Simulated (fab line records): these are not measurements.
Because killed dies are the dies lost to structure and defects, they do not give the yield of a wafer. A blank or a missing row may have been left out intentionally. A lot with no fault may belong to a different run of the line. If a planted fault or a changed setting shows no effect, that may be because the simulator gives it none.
A struck lot beside a sound one + flow n5 finfet + 16 steps out of a route of 1938
Sound: the wafers L981.1, L981.2, L981.4. Struck: wafer L990.1. (L990.2 of the same lot was not struck and is left out.) The cause comes at the end.
Each step with rows lists, per side, the tool, then ch with its chambers, then its first start. Under that, the readings that differ: sound wafers + struck wafers + difference of the means + sigmas: that difference in standard deviations of wafers without a fault.
alike: a reading whose means differ by less than 2 such deviations, as well as words and numbers matching on both sides. not compared: withheld readings; readings where some wafer has no value; bounds like >300 that might hide an equal value; numbers whose values overlap and for which the record gives no deviation.
A row with sigmas, a row that says differs or no value, or rows on one side alone: a step with any of these is where the two part. Numbers that don't overlap but have no deviation are shown without sigmas and don't part them. A reading that every wafer of one side lacks parts them only if that side has two wafers or more.

first, 2 steps without rows for these wafers: N5_BEOL_M4_PEB_09 (peb time 60 s); N5_BEOL_M4_DEVELOP_10 (develop time 30 s).
N5_BEOL_M4_CD_MEAS_11 targets a cd of 16.79 nm.
  sound on cd sem-03 ch 0, day 8 01:05; struck on cd sem-02 ch 0, day 10 14:54
  alike: cd nm
N5_BEOL_M4_OVL_MEAS_12:
  sound on overlay-01 ch 0, day 8 01:07; struck on overlay-01 ch 0, day 10 14:56
  alike: M4_OVL
N5_BEOL_M4_INSPECT_13: inspects for defects (brightfield).
  struck on defect inspect-01, day 10 14:59; sound on defect inspect-01, day 8 01:11
  alike: raw defect count
N5_BEOL_M4_DESCUM_16: chemistry O2, time 7 s.
  sound on rie diel-01 ch 0,1,2, day 8 01:13; struck on rie diel-06 ch 1, day 10 15:35
| reading                     | sound       | struck | difference | sigmas |
|-----------------------------|-------------|--------|------------|--------|
| drypump motor current A (A) | 5.2 5.3 5.6 | 6.3    | +0.9       | +2     |
| rf hours counter h (h)      | 66 249 46   | 42     | -78        |        |
  alike: oes product au, rf vpp V, showerhead plenum p Torr, throttle valve pct
N5_BEOL_M4_ETCH_74: etches underlayer in N2/H2, target depth 6.5 nm, time 5.2 s.
  sound on rie diel-01 ch 0,1,2, day 8 01:15; struck on rie diel-06 ch 1, day 10 15:37
| reading                     | sound             | struck | difference | sigmas |
|-----------------------------|-------------------|--------|------------|--------|
| drypump motor current A (A) | 5.2 5.4 5.6       | 6.3    | +0.9       | +2     |
| rf hours counter h (h)      | 66 249 46         | 42     | -78        |        |
| rf vpp V (V)                | 526.8 522.9 522.2 | 531.8  | +7.8       | +3     |
  alike: etch rf on time s, oes product au, showerhead plenum p Torr, throttle valve pct
then, 1 step without rows for these wafers: N5_BEOL_M4_ETCH_63 (etches SiARC in CF4, target depth 15.6 nm, time 26 s).
N5_BEOL_M4_ETCH_64: etches SOC in N2/H2, target depth 75 nm, overetch 22.5 nm, time 121.9 s.
  sound on rie diel-01 ch 0,1,2, day 8 01:17; struck on rie diel-06 ch 1, day 10 15:40
| reading                     | sound       | struck | difference | sigmas |
|-----------------------------|-------------|--------|------------|--------|
| drypump motor current A (A) | 5.2 5.4 5.5 | 6.4    | +1.0       | +3     |
| rf hours counter h (h)      | 66 249 46   | 42     | -78        |        |
  alike: oes product au, rf vpp V, showerhead plenum p Torr, throttle valve pct
then, 2 steps without rows for these wafers: N5_BEOL_M4_STRIP_65 (strips in N2/H2); N5_BEOL_M4_STRIP_75 (strips in N2/H2).
N5_BEOL_M4_STRIP_66: strips in CF4.
  sound on rie diel-01 ch 0,1,2, day 8 01:25; struck on rie diel-06 ch 1, day 10 15:48
| reading                     | sound       | struck | difference | sigmas |
|-----------------------------|-------------|--------|------------|--------|
| drypump motor current A (A) | 5.2 5.3 5.6 | 6.4    | +1.0       | +3     |
| rf hours counter h (h)      | 66 249 46   | 42     | -78        |        |
  alike: oes product au, rf vpp V, showerhead plenum p Torr, throttle valve pct
N5_BEOL_M4_HM_OPEN_17: chemistry Cl2/BCl3, target TiN, target depth 20 nm, overetch 6 nm.
  sound on rie metal-02 ch 0,1, day 8 01:28; struck on rie metal-03 ch 1, day 10 15:51
| reading                                  | sound        | struck | difference | sigmas |
|------------------------------------------|--------------|--------|------------|--------|
| model.SOC_of_BEOL_M4_COAT_61.thk nm (nm) | 52.4 52 51.8 | 48.8   | -3.3       |        |
| model.BEOL_M4.cd offset nm (nm)          | 0.4 -0.2 0   | 0.8    | +0.7       |        |
  alike: drypump motor current A, oes product au, throttle valve pct
  not compared: rf hours counter h
N5_BEOL_M4_STRIP_19: strips in O2.
  sound on rie diel-01 ch 0,1,3, day 8 01:35; struck on rie diel-06 ch 2, day 10 15:58
| reading      | sound       | struck | difference | sigmas |
|--------------|-------------|--------|------------|--------|
| rf vpp V (V) | 3.3 3.8 3.6 | 4.8    | +1.2       | +2     |
  alike: drypump motor current A, oes product au, showerhead plenum p Torr, throttle valve pct
  not compared: rf hours counter h
N5_BEOL_M4_RC_MEAS_101:
  sound on prober-01 ch 0, day 8 20:47; struck on prober-02 ch 0, day 11 09:22
| reading        | sound          | struck | difference | sigmas |
|----------------|----------------|--------|------------|--------|
| DIBL_N (mV/V)  | 38.1 37.1 34.7 | 31.1   | -5.5       | -2     |
| DIBL_P (mV/V)  | 39 39 34       | 30     | -7         | -2     |
| IOFF_P (nA/um) | 0.30 0.32 0.20 | 0.14   | -0.13      | -2     |
| ION_P (uA/um)  | 480 482 469    | 450    | -27        | -2     |
| SS_N (mV/dec)  | 72.7 71.5 71.1 | 69.8   | -2.0       | -2     |
| VT_P (mV)      | -243 -240 -248 | -256   | -12        | -3     |
  alike: IOFF_N, ION_N, SS_P, VT_N
-- a jump in the record: the struck wafers' starts before and after are 5 days apart (it breaks off in module BEOL_M4 and resumes in module PASSIVATION, where the first step shown is number 1936 of the route) --
N5_PASSIVATION_PROBE_49:
  struck on prober-01, day 15 21:25; sound on prober-01, day 13 03:47
| reading             | sound    | struck | difference | sigmas |
|---------------------|----------|--------|------------|--------|
| killed at front end | 34 25 20 | 63     | +37        | +3     |
| killed at other     | 4 0 0    | 7      | +6         | +2     |
  alike: defect limited yield, killed_at_M0_to_M3, killed_at_M4_up, killed at contacts, killed dies, killed open, killed short, sort_bin_4_leakage, sort_bin_5_function, sort_bin_6_memory, sort n pass, sort yield pct

## WHERE THEY PART
At N5_BEOL_M4_DESCUM_16 first; at N5_PASSIVATION_PROBE_49 last (within this record only).

WHY: what had been put in by the simulator
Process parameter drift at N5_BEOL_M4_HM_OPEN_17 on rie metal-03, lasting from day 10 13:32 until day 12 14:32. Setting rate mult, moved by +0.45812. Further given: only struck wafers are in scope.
